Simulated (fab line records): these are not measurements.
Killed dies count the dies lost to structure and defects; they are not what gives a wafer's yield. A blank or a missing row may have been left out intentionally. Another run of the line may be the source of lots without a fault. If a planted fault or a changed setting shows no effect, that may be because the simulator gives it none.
Split-lot study	flow n5 finfet	route with 1938 steps; 7 lots, 21 wafers read

== THE SPLIT ITSELF ==
At N5_PMOS_HMC_CHANNEL_EPI_PEB_07 (peb time 60 s), the setting peb time s was moved away from the recipe's 60 s on 8 of the 21 wafers read, by -18.8% to +10.3%. All remaining wafers had this setting at the recipe value.

== THE PATH FROM SPLIT TO READING: the file shows 1 step between them ==
- N5_PMOS_HMC_CHANNEL_EPI_DEVELOP_08: develop time 30 s

== THE READING ==
Shown in nm: cd nm at N5_PMOS_HMC_CHANNEL_EPI_CD_MEAS_09, with target cd 237.4 nm. Typical for fault-free wafers on this fab line: 236.7 nm, with standard deviation 0.92 nm.

wafer	tool, chamber at the split	peb time s as run, s	against the recipe	cd nm, nm	against lot-mates on the recipe
L074.2	litho track-03, 0	60	recipe	236.9	-
L074.3	litho track-03, 0	54.66	-8.9%	232.7	-4.2
L074.4	litho track-03, 0	54.66	-8.9%	231.4	-5.5
L078.2	litho track-02, 0	48.74	-18.8%	227.3	-9.9
L078.3	litho track-02, 0	60	recipe	237.2	-
L078.5	litho track-02, 0	48.74	-18.8%	226.7	-10.5
L081.1	litho track-02, 0	60	recipe	237.2	-
L081.3	litho track-02, 0	66.15	+10.3%	240.6	+3.4
L081.4	litho track-02, 0	66.15	+10.3%	242.0	+4.8
L084.1	litho track-04, 0	60	recipe	237.0	-
L084.2	litho track-04, 0	60	recipe	235.3	-
L084.6	litho track-04, 0	60	recipe	237.3	-
L089.2	litho track-02, 0	60	recipe	237.7	-
L089.4	litho track-02, 0	54.1	-9.8%	232.5	-5.2
L089.6	litho track-02, 0	54.1	-9.8%	232.6	-5.1
L091.2	litho track-04, 0	60	recipe	236.6	-
L091.3	litho track-04, 0	60	recipe	236.7	-
L091.5	litho track-04, 0	60	recipe	235.6	-
L097.1	litho track-04, 0	60	recipe	236.3	-
L097.4	litho track-04, 0	60	recipe	236.2	-
L097.5	litho track-04, 0	60	recipe	236.1	-

FIT RESULTS
A straight line over all 21 wafers: cd nm changes by +0.487 nm for each +1% of peb time s; r = +0.98; the points scatter about the line by 0.71 nm.
The same after taking each lot's own level away (the mean of its wafers on the recipe; 21 wafers): +0.508 nm for each +1%; r = +0.99; scatter 0.64 nm.
According to that fit, moving peb time s by its largest amount changes the reading by 9.5 nm.
Measured against the standard deviation above, the lots' own levels, which go from 236.20 to 237.70 nm, span 1.6 times it.
Consequently the slope shifts little with the lot-to-lot level, the two slopes agreeing.
Check: with one of the wafers moved furthest among these (-18.8%) left out of the fit, the line predicts -9.68 nm for it against its lot-mates. It came out at -9.9 nm against them.

== ADDITIONAL SPLITS CARRIED BY THESE WAFERS ==
Before the reading, these wafers also passed through other splits. Each is held against what the fit with the lots' levels taken away leaves over:
other split on the same wafers	wafers away from the commonest value	r with cd nm (lot level and that fit taken away)
N5_WELL_APT_COAT_02 spin rpm	6	+0.07

== THE WHOLE CHAIN: every reading that the file lists as answering this split, in the file's order ==
step	what it does	reading	change (the file's fit)	r (the file's)
N5_PMOS_HMC_CHANNEL_EPI_CD_MEAS_09	target cd 237.4 nm	cd nm	+0.518 nm for each +1% of the setting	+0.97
N5_PMOS_HMC_CHANNEL_EPI_DESCUM_14	chemistry O2, time 7.9 s	PMOS_HMC_CHANNEL_EPI.cd nm (the simulator's own value, which no gauge read)	+0.53 nm for each +1% of the setting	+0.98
N5_PMOS_HMC_CHANNEL_EPI_ETCH_32	etches BARC in N2/H2, stops on SiO2, target depth 85.8 nm, time 50.3 s	PMOS_HMC_CHANNEL_EPI.cd nm (the simulator's own value, which no gauge read)	+0.562 nm for each +1% of the setting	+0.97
N5_PMOS_HMC_CHANNEL_EPI_HM_OPEN_15	chemistry CHF3/O2, target SiO2, target depth 40.6 nm, time 20.3 s	PMOS_HMC_CHANNEL_EPI.cd nm (the simulator's own value, which no gauge read)	+0.567 nm for each +1% of the setting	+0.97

== THE FILE'S OWN FIT ==
cd nm changes by +0.518 nm for each +1% of peb time s, r = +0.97.
